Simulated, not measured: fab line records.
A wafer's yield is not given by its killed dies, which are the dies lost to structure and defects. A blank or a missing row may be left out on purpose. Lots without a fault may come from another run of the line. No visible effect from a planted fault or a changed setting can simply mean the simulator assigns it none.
Matching of chambers / flow n5Finfet / uvCure-02 running N5_BEOL_M11_CURE_72: 3 sister chambers
The step cures SiCOH lowk, time 120 s. 6 wafers are shown with their chamber, then 10 later ones without.

## WAFERS WITH THEIR CHAMBER
wafer=L076.4; chamber=1; wafer_temp_C_max=371.0; lampPowerPct (%)=52.39
wafer=L076.6; chamber=1; wafer_temp_C_max=370.9; lampPowerPct (%)=52.31
wafer=L086.3; chamber=0; wafer_temp_C_max=371.4; lampPowerPct (%)=52.39
wafer=L086.4; chamber=0; wafer_temp_C_max=371.0; lampPowerPct (%)=52.37
wafer=L090.2; chamber=2; wafer_temp_C_max=371.3; lampPowerPct (%)=52.32
wafer=L090.3; chamber=2; wafer_temp_C_max=371.2; lampPowerPct (%)=52.28

## WAFERS MISSING THEIR CHAMBER
wafer=L090.4; wafer_temp_C_max=371.5; lampPowerPct (%)=52.21
wafer=L093.1; wafer_temp_C_max=371.1; lampPowerPct (%)=52.39
wafer=L093.2; wafer_temp_C_max=371.5; lampPowerPct (%)=52.31
wafer=L093.5; wafer_temp_C_max=371.1; lampPowerPct (%)=52.45
wafer=L093.3; wafer_temp_C_max=370.7; lampPowerPct (%)=52.33
wafer=L093.4; wafer_temp_C_max=370.9; lampPowerPct (%)=52.21
wafer=L093.6; wafer_temp_C_max=371.4; lampPowerPct (%)=52.34
wafer=L092.2; wafer_temp_C_max=371.6; lampPowerPct (%)=52.35
wafer=L092.4; wafer_temp_C_max=371.8; lampPowerPct (%)=52.36
wafer=L092.6; wafer_temp_C_max=371.6; lampPowerPct (%)=52.29

## CHAMBER TAKEN BY EACH
wafer=L090.4; from the rows above=2; in truth=2
wafer=L093.1; from the rows above=can't be placed: 0 or 1 or 2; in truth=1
wafer=L093.2; from the rows above=can't be placed: 2 or 0 or 1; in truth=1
wafer=L093.5; from the rows above=can't be placed: 0 or 1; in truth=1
wafer=L093.3; from the rows above=can't be placed: 1 or 0 or 2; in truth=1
wafer=L093.4; from the rows above=can't be placed: 2 or 1 or 0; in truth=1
wafer=L093.6; from the rows above=can't be placed: 2 or 0 or 1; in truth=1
wafer=L092.2; from the rows above=can't be placed: 2 or 0 or 1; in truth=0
wafer=L092.4; from the rows above=can't be placed: 0 or 2 or 1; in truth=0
wafer=L092.6; from the rows above=can't be placed: 2 or 0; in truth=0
Correctly placed: 1 of 10. From these rows, 9 cannot be placed; in 9 the true chamber is one of the candidates. 0 placed wrongly.
How it was worked out, from the rows above alone: a wafer's distance from a chamber is the root of the sum, over the readings, of the square of ((its reading less the chamber's mean) divided by the reading's scatter). The wafer belongs to the nearest chamber; if the next one is less than 2 further off, it can't be placed. For every chamber, the mean is computed from those of its wafers that are shown. The scatter: the root of (the sum of the squares of (reading less its chamber's mean) over the shown wafers, divided by (wafers less chambers)).
